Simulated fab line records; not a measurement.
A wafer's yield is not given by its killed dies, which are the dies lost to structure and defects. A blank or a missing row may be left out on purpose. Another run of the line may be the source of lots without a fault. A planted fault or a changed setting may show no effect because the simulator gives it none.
8D (eight disciplines) problem report, filled in by code | flow n5-finfet | the parts of the form that need people (team, actions taken, sign-off) are left out

== 1. WHAT WENT WRONG ==
Wafers without a fault read 15000 W, standard deviation 2.6; cathode-dc-power-W at N5_BEOL_M14_SPUTTER_44 reads a mean of 10766 W on 3 wafers belonging to 3 lots. So: -99 or more standard deviations from the usual mean.
The step: material Ta, target thk 15 nm, time 24.19 s.
The first sign was on wafer L435.5 at day 14 19:07, on pvd-sputter-02. Wafers with a number at this step in the record: 33, from 11 lots. Rule for "out", or "out of limits": more than 4 standard deviations from the usual mean. The rest of the wafers with a number are treated as sound.

== 2. WHAT IT IS AND WHAT IT IS NOT ==
question                    | is                     | is not
which readings at this step | cathode-dc-power-W     | chamber-pressure-pa, throttle-valve-pct
which lots                  | L435, L436, L437       | L425, L426, L430, L439, L440, L444, L447, L448
which wafers of those lots  | L435.5, L436.2, L437.4 | L435.1, L435.2, L436.1, L436.6, L437.1, L437.5
read on which tools         | pvd-sputter-02         | pvd-sputter-01, pvd-sputter-03
when                        | from day 14 19:07      | up to then (11 sound wafers); but 19 sound wafers of L436, L437, L439, L440, L444, L447, L448 came after

== 3. THE SUSPECTS, EACH WITH WHAT RULES IT OUT ==
Counting: if a tool at a process step up to the reading ran every lot that is out, it stays a suspect. Sound lots after the first of them don't rule it out here, since some wafers of a struck lot are sound.
- pvd-sputter-02 at N5_BEOL_M14_SPUTTER_44 (material Ta, target thk 15 nm, time 24.19 s): kept. Ran every lot that is out, first one L435 (day 14 19:07); last sound lot up to then L426 (day 12 03:19). On those wafers its own readings are out: cathode-dc-power-W.
After counting, what remains is pvd-sputter-02 at N5_BEOL_M14_SPUTTER_44.

== 4. THE CAUSE (what the simulator had put in) ==
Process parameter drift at N5_BEOL_M14_SPUTTER_44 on pvd-sputter-02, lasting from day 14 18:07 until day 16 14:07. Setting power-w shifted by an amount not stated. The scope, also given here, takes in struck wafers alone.
The count eliminated every tool but this one.

== 5. THE CHAIN OF EFFECTS, in route order ==
Each row: a reading whose mean over the struck wafers that have a number lies more than 3 standard deviations from the usual. Scope: only readings with a usual standard deviation given in the record; hours: median across lots of the time from each lot's start at the first step in this table that gives one to its start at this step; sigmas: change in usual standard deviations.
hours | step                   | reading                  | usual   | on struck wafers | change | sigmas
0     | N5_BEOL_M14_SPUTTER_44 | cathode-dc-power-W       | 15000 W | 10766            | -4234  | -99 or more
1     | N5_BEOL_M14_CMP_49     | barrier-field-endpoint-s | 11.36 s | 9.79             | -1.57  | -6.8
Here are the process steps it includes:
- N5_BEOL_M14_SPUTTER_44: material Ta, target thk 15 nm, time 24.19 s.
- N5_BEOL_M14_CMP_49: polishes, stops on SiO2, t overpolish 5.2 s, target thk 560 nm.

== 6. HOW IT WOULD HAVE BEEN CAUGHT EARLIER ==
In this record the first reading out of limits was taken at day 14 19:07, 1 hour after the fault began at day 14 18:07.
